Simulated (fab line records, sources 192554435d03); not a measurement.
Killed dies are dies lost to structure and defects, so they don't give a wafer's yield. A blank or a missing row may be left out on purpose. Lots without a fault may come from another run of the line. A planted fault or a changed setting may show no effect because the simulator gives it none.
Which tool did it? | flow n5_finfet | 14 lots, 38 wafers sampled, at 3 steps of a route of 1938

WHAT THE GAUGES READ, wafer by wafer
N5_BEOL_M5_THK_MEAS_01. Usual: M5_ILD_THK 120.5 nm, standard deviation 1.9.
lot  | measured     | on            | M5_ILD_THK (nm)   | flag
L826 | day 8 14:06  | film_metro-02 | 118.9 122.8       |
L827 | day 8 19:37  | film_metro-01 | 119.0 119.3       |
L829 | day 9 07:32  | film_metro-01 | 120.2 122.2       |
L832 | day 10 04:43 | film_metro-02 | 119.9 124.6 122.2 |
L834 | day 10 10:02 | film_metro-02 | 121.4 120.8 122.4 |
L835 | day 10 22:54 | film_metro-02 | 117.6 118.4 120.2 |
L841 | day 12 05:28 | film_metro-02 | 119.4 118.6 120.4 |
L843 | day 13 01:18 | film_metro-01 | 122.4 122.5       |
L846 | day 13 05:44 | film_metro-02 | 119.2 118.9 120.7 |
L844 | day 13 06:03 | film_metro-01 | 120.0 122.1 123.3 |
L845 | day 13 10:57 | film_metro-01 | 120.0 123.1 124.0 |
L848 | day 13 10:50 | film_metro-02 | 118.5 120.8 120.7 |
L847 | day 14 01:55 | film_metro-02 | 120.6 121.3 121.5 |
L849 | day 14 07:59 | film_metro-02 | 120.0 122.1 123.6 |

WHICH TOOL RAN EACH LOT (tool, then ch and the chambers of the sampled wafers, then the start)
lot  | N5_BEOL_M4_CO_CAP_55             | N5_BEOL_M5_CURE_79
L826 | cvd_co-01 ch 0,1, day 8 12:14    | uv_cure-02 ch 2, day 8 13:40
L827 | cvd_co-02 ch 0,1, day 8 17:49    | uv_cure-02 ch 1, day 8 19:05
L829 | cvd_co-01 ch 0,2, day 9 05:41    | uv_cure-01 ch 0, day 9 07:02
L832 | cvd_co-02 ch 0,2, day 10 02:57   | uv_cure-02 ch 1, day 10 04:22
L834 | cvd_co-01 ch 0,2, day 10 08:14   | uv_cure-03 ch 1, day 10 09:32
L835 | cvd_co-01 ch 0,1, day 10 20:51   | uv_cure-02 ch 2, day 10 22:11
L841 | cvd_co-02 ch 0,1,2, day 12 03:41 | uv_cure-01 ch 1, day 12 04:57
L843 | cvd_co-02 ch 1,2, day 12 23:09   | uv_cure-01 ch 1, day 13 00:46
L846 | cvd_co-02 ch 0,2, day 13 03:58   | uv_cure-01 ch 2, day 13 05:13
L844 | cvd_co-01 ch 0,1,2, day 13 04:07 | uv_cure-03 ch 1, day 13 05:31
L845 | cvd_co-01 ch 0,1,2, day 13 08:42 | uv_cure-01 ch 0, day 13 10:16
L848 | cvd_co-02 ch 0,1,2, day 13 09:03 | uv_cure-02 ch 1, day 13 10:19
L847 | cvd_co-01 ch 0,1,2, day 14 00:08 | uv_cure-01 ch 1, day 14 01:24
L849 | cvd_co-02 ch 0,2, day 14 06:13   | uv_cure-01 ch 1, day 14 07:28
- N5_BEOL_M4_CO_CAP_55: material Co, precursor CCTBA/H2, target thk 2 nm, time 102.1 s.
- N5_BEOL_M5_CURE_79: cures SiCOH lowk, time 240 s.

WHAT THE TOOLS THEMSELVES READ (means of the sampled wafers that have a number; where no wafer has one, the mark that the record gives instead)
N5_BEOL_M4_CO_CAP_55. Usual: heater_power_w 229 W, standard deviation 15; susceptor_temp_C 200.00 C, standard deviation 0.17.
lot  | tool      | heater_power_w (W) | susceptor_temp_C (C) | flag
L826 | cvd_co-01 | 218                | 200.00               |
L827 | cvd_co-02 | 241                | 200.01               |
L829 | cvd_co-01 | 218                | 199.99               |
L832 | cvd_co-02 | 223                | 199.85               |
L834 | cvd_co-01 | 220                | 199.94               |
L835 | cvd_co-01 | 214                | 199.97               |
L841 | cvd_co-02 | 240                | 199.91               |
L843 | cvd_co-02 | 244                | 199.87               |
L846 | cvd_co-02 | 233                | 200.05               |
L844 | cvd_co-01 | 223                | 200.01               |
L845 | cvd_co-01 | 221                | 200.06               |
L848 | cvd_co-02 | 236                | 200.05               |
L847 | cvd_co-01 | 221                | 200.09               |
L849 | cvd_co-02 | 232                | 199.86               |

N5_BEOL_M5_CURE_79. Usual: lamp_power_pct 52.31 %, standard deviation 0.058; wafer_temp_C_max 386.5, standard deviation 0.56.
lot  | tool       | lamp_power_pct (%) | wafer_temp_C_max | flag
L826 | uv_cure-02 | 52.24              | 386.2            |
L827 | uv_cure-02 | 52.26              | 386.1            |
L829 | uv_cure-01 | 52.30              | 386.4            |
L832 | uv_cure-02 | 52.25              | 386.0            |
L834 | uv_cure-03 | 52.34              | 386.3            |
L835 | uv_cure-02 | 52.32              | 386.0            |
L841 | uv_cure-01 | 52.32              | 387.1            |
L843 | uv_cure-01 | 52.36              | 386.6            |
L846 | uv_cure-01 | 52.29              | 387.3            |
L844 | uv_cure-03 | 52.34              | 386.0            |
L845 | uv_cure-01 | 52.29              | 386.3            |
L848 | uv_cure-02 | 52.33              | 386.2            |
L847 | uv_cure-01 | 52.31              | 387.1            |
L849 | uv_cure-01 | 52.29              | 386.9            |

THE ANSWER, worked out from the rows above alone
Rule: a lot is off if the mean of its wafers that have a number lies more than 3 standard deviations from the usual mean. A lot without any number at a reading at which 4 lots or more have one is off too. The other lots that the step has rows for count as sound. The gauges are gone through in route order, then the tools' own readings, and for those a lot's mean is taken as printed above. The first step at which some lot is off is used, and at that step the reading that is off furthest; a lot without a number counts as furthest.
No lot is off at any reading shown: from this, nothing can be told.

WHAT THE SIMULATOR HAD PUT IN
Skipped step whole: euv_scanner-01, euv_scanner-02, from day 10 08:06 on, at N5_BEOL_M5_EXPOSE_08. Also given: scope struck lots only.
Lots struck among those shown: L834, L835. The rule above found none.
